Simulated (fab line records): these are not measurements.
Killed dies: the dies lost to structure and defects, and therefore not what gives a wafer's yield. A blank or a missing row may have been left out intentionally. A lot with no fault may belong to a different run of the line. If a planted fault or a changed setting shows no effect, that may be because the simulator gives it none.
Split-lot study || flow n5-finfet || 39 wafers read from 7 lots, route of 1938 steps

## THE SPLIT
At N5_FIN_SAQP_PECVD_48 (deposits SiNx from SiH4/NH3/N2, target thk 25 nm, time 22.1 s), the setting time-s was moved away from the recipe's 22.1 s on 15 of the 39 wafers read, by -42.0% to +40.1%. This setting was run at the recipe's value on the other wafers.

## FROM THE SPLIT TO THE READING: what the file shows between them, 2 steps
- N5_FIN_SAQP_PECVD_06: deposits a-Si from SiH4/He, target thk 60 nm, time 48.1 s
- N5_FIN_SAQP_MANDREL1_REMOVE_56: chemistry HBr/Cl2/O2, target a-Si, stops on SiNx, bt time 10 s

## THE READING
etch.depth-nm (the simulator's own value, which no gauge read), in nm, at N5_FIN_SAQP_ETCH_57 (etches SiNx in CH3F/O2, target depth 32.5 nm, time 46.4 s). There is no usual value for it anywhere in the file. Here, 24 wafers ran the recipe; their average is 24.87 nm with a standard deviation of 0.36 nm.

{"wafer": "L076.1", "tool, chamber at the split": "pecvd-04, 0", "time-s as run, s": 22.1, "against the recipe": "recipe", "etch.depth-nm, nm": 24.23, "against lot-mates on the recipe": "-"}
{"wafer": "L076.2", "tool, chamber at the split": "pecvd-04, 1", "time-s as run, s": 22.1, "against the recipe": "recipe", "etch.depth-nm, nm": 24.83, "against lot-mates on the recipe": "-"}
{"wafer": "L076.3", "tool, chamber at the split": "pecvd-04, 2", "time-s as run, s": 22.1, "against the recipe": "recipe", "etch.depth-nm, nm": 24.61, "against lot-mates on the recipe": "-"}
{"wafer": "L076.4", "tool, chamber at the split": "pecvd-04, 2", "time-s as run, s": 22.1, "against the recipe": "recipe", "etch.depth-nm, nm": 24.47, "against lot-mates on the recipe": "-"}
{"wafer": "L076.5", "tool, chamber at the split": "pecvd-04, 0", "time-s as run, s": 22.1, "against the recipe": "recipe", "etch.depth-nm, nm": 24.67, "against lot-mates on the recipe": "-"}
{"wafer": "L076.6", "tool, chamber at the split": "pecvd-04, 1", "time-s as run, s": 22.1, "against the recipe": "recipe", "etch.depth-nm, nm": 24.57, "against lot-mates on the recipe": "-"}
{"wafer": "L079.1", "tool, chamber at the split": "pecvd-04, 0", "time-s as run, s": 12.81, "against the recipe": "-42.0%", "etch.depth-nm, nm": 14.19, "against lot-mates on the recipe": -10.58}
{"wafer": "L079.2", "tool, chamber at the split": "pecvd-04, 2", "time-s as run, s": 12.81, "against the recipe": "-42.0%", "etch.depth-nm, nm": 14.28, "against lot-mates on the recipe": -10.49}
{"wafer": "L079.3", "tool, chamber at the split": "pecvd-04, 1", "time-s as run, s": 22.1, "against the recipe": "recipe", "etch.depth-nm, nm": 24.33, "against lot-mates on the recipe": "-"}
{"wafer": "L079.4", "tool, chamber at the split": "pecvd-04, 1", "time-s as run, s": 22.1, "against the recipe": "recipe", "etch.depth-nm, nm": 25.32, "against lot-mates on the recipe": "-"}
{"wafer": "L079.5", "tool, chamber at the split": "pecvd-04, 2", "time-s as run, s": 22.1, "against the recipe": "recipe", "etch.depth-nm, nm": 24.65, "against lot-mates on the recipe": "-"}
{"wafer": "L079.6", "tool, chamber at the split": "pecvd-04, 0", "time-s as run, s": 12.81, "against the recipe": "-42.0%", "etch.depth-nm, nm": 14.39, "against lot-mates on the recipe": -10.38}
{"wafer": "L080.3", "tool, chamber at the split": "pecvd-01, 1", "time-s as run, s": 22.1, "against the recipe": "recipe", "etch.depth-nm, nm": 25, "against lot-mates on the recipe": "-"}
{"wafer": "L080.4", "tool, chamber at the split": "pecvd-01, 0", "time-s as run, s": 22.1, "against the recipe": "recipe", "etch.depth-nm, nm": 25.59, "against lot-mates on the recipe": "-"}
{"wafer": "L080.6", "tool, chamber at the split": "pecvd-01, 1", "time-s as run, s": 22.1, "against the recipe": "recipe", "etch.depth-nm, nm": 25.43, "against lot-mates on the recipe": "-"}
{"wafer": "L082.1", "tool, chamber at the split": "pecvd-03, 1", "time-s as run, s": 22.1, "against the recipe": "recipe", "etch.depth-nm, nm": 24.85, "against lot-mates on the recipe": "-"}
{"wafer": "L082.2", "tool, chamber at the split": "pecvd-03, 0", "time-s as run, s": 22.1, "against the recipe": "recipe", "etch.depth-nm, nm": 25.03, "against lot-mates on the recipe": "-"}
{"wafer": "L082.3", "tool, chamber at the split": "pecvd-03, 2", "time-s as run, s": 22.1, "against the recipe": "recipe", "etch.depth-nm, nm": 24.83, "against lot-mates on the recipe": "-"}
{"wafer": "L082.4", "tool, chamber at the split": "pecvd-03, 1", "time-s as run, s": 14.78, "against the recipe": "-33.1%", "etch.depth-nm, nm": 16.81, "against lot-mates on the recipe": -8.09}
{"wafer": "L082.5", "tool, chamber at the split": "pecvd-03, 0", "time-s as run, s": 14.78, "against the recipe": "-33.1%", "etch.depth-nm, nm": 16.95, "against lot-mates on the recipe": -7.95}
{"wafer": "L082.6", "tool, chamber at the split": "pecvd-03, 2", "time-s as run, s": 14.78, "against the recipe": "-33.1%", "etch.depth-nm, nm": 17.01, "against lot-mates on the recipe": -7.89}
{"wafer": "L086.1", "tool, chamber at the split": "pecvd-03, 0", "time-s as run, s": 22.1, "against the recipe": "recipe", "etch.depth-nm, nm": 24.88, "against lot-mates on the recipe": "-"}
{"wafer": "L086.2", "tool, chamber at the split": "pecvd-03, 2", "time-s as run, s": 14.73, "against the recipe": "-33.3%", "etch.depth-nm, nm": 16.63, "against lot-mates on the recipe": -8.54}
{"wafer": "L086.3", "tool, chamber at the split": "pecvd-03, 1", "time-s as run, s": 14.73, "against the recipe": "-33.3%", "etch.depth-nm, nm": 16.74, "against lot-mates on the recipe": -8.43}
{"wafer": "L086.4", "tool, chamber at the split": "pecvd-03, 1", "time-s as run, s": 14.73, "against the recipe": "-33.3%", "etch.depth-nm, nm": 16.7, "against lot-mates on the recipe": -8.47}
{"wafer": "L086.5", "tool, chamber at the split": "pecvd-03, 2", "time-s as run, s": 22.1, "against the recipe": "recipe", "etch.depth-nm, nm": 25.2, "against lot-mates on the recipe": "-"}
{"wafer": "L086.6", "tool, chamber at the split": "pecvd-03, 0", "time-s as run, s": 22.1, "against the recipe": "recipe", "etch.depth-nm, nm": 25.43, "against lot-mates on the recipe": "-"}
{"wafer": "L088.1", "tool, chamber at the split": "pecvd-03, 1", "time-s as run, s": 22.1, "against the recipe": "recipe", "etch.depth-nm, nm": 25.14, "against lot-mates on the recipe": "-"}
{"wafer": "L088.2", "tool, chamber at the split": "pecvd-03, 2", "time-s as run, s": 22.1, "against the recipe": "recipe", "etch.depth-nm, nm": 25.18, "against lot-mates on the recipe": "-"}
{"wafer": "L088.3", "tool, chamber at the split": "pecvd-03, 0", "time-s as run, s": 22.1, "against the recipe": "recipe", "etch.depth-nm, nm": 25.05, "against lot-mates on the recipe": "-"}
{"wafer": "L088.4", "tool, chamber at the split": "pecvd-03, 2", "time-s as run, s": 29.39, "against the recipe": "+33.0%", "etch.depth-nm, nm": 33.76, "against lot-mates on the recipe": "+8.64"}
{"wafer": "L088.5", "tool, chamber at the split": "pecvd-03, 0", "time-s as run, s": 29.39, "against the recipe": "+33.0%", "etch.depth-nm, nm": 33.27, "against lot-mates on the recipe": "+8.15"}
{"wafer": "L088.6", "tool, chamber at the split": "pecvd-03, 1", "time-s as run, s": 29.39, "against the recipe": "+33.0%", "etch.depth-nm, nm": 33.55, "against lot-mates on the recipe": "+8.43"}
{"wafer": "L093.1", "tool, chamber at the split": "pecvd-03, 1", "time-s as run, s": 22.1, "against the recipe": "recipe", "etch.depth-nm, nm": 24.51, "against lot-mates on the recipe": "-"}
{"wafer": "L093.2", "tool, chamber at the split": "pecvd-03, 0", "time-s as run, s": 22.1, "against the recipe": "recipe", "etch.depth-nm, nm": 24.52, "against lot-mates on the recipe": "-"}
{"wafer": "L093.3", "tool, chamber at the split": "pecvd-03, 2", "time-s as run, s": 22.1, "against the recipe": "recipe", "etch.depth-nm, nm": 24.64, "against lot-mates on the recipe": "-"}
{"wafer": "L093.4", "tool, chamber at the split": "pecvd-03, 1", "time-s as run, s": 30.96, "against the recipe": "+40.1%", "etch.depth-nm, nm": 34.72, "against lot-mates on the recipe": "+10.16"}
{"wafer": "L093.5", "tool, chamber at the split": "pecvd-03, 0", "time-s as run, s": 30.96, "against the recipe": "+40.1%", "etch.depth-nm, nm": 35.24, "against lot-mates on the recipe": "+10.68"}
{"wafer": "L093.6", "tool, chamber at the split": "pecvd-03, 2", "time-s as run, s": 30.96, "against the recipe": "+40.1%", "etch.depth-nm, nm": 34.8, "against lot-mates on the recipe": "+10.24"}

THE FIT
A straight line over all 39 wafers: etch.depth-nm changes by +0.251 nm for each +1% of time-s; r = +1.00; the points scatter about the line by 0.34 nm.
The same after taking each lot's own level away (the mean of its wafers on the recipe; 39 wafers): +0.252 nm for each +1%; r = +1.00; scatter 0.23 nm.
The reading moves by 11 nm for the largest change in time-s, on that fit.
Measured against the standard deviation above, the lots' own levels, which go from 24.557 to 25.340 nm, span 2.2 times it.
The two slopes are in agreement: the lot-to-lot level therefore moves the slope only a little.
Check: with one of the wafers moved furthest among these (-42.0%) left out of the fit, the line predicts -10.5 nm for it against its lot-mates. Against them it came out at -10.6 nm.

## THE WHOLE CHAIN: every reading that the file lists as answering this split, in the file's order
{"step": "N5_FIN_SAQP_PECVD_48", "what it does": "deposits SiNx from SiH4/NH3/N2, target thk 25 nm, time 22.1 s", "reading": "SiNx_of_FIN_SAQP_PECVD_48.thk-nm (the simulator's own value, which no gauge read)", "change (the file's fit)": "+0.253 nm for each +1% of the setting", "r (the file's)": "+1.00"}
{"step": "N5_FIN_SAQP_ETCH_57", "what it does": "etches SiNx in CH3F/O2, target depth 32.5 nm, time 46.4 s", "reading": "etch-rf-on-time-s", "change (the file's fit)": "withheld for each +1% of the setting", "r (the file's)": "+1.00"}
{"step": "N5_FIN_SAQP_ETCH_57", "what it does": "etches SiNx in CH3F/O2, target depth 32.5 nm, time 46.4 s", "reading": "etch.depth-nm (the simulator's own value, which no gauge read)", "change (the file's fit)": "+0.252 nm for each +1% of the setting", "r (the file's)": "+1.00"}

## THE FILE'S OWN FIT
etch.depth-nm changes by +0.252 nm for each +1% of time-s, r = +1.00.
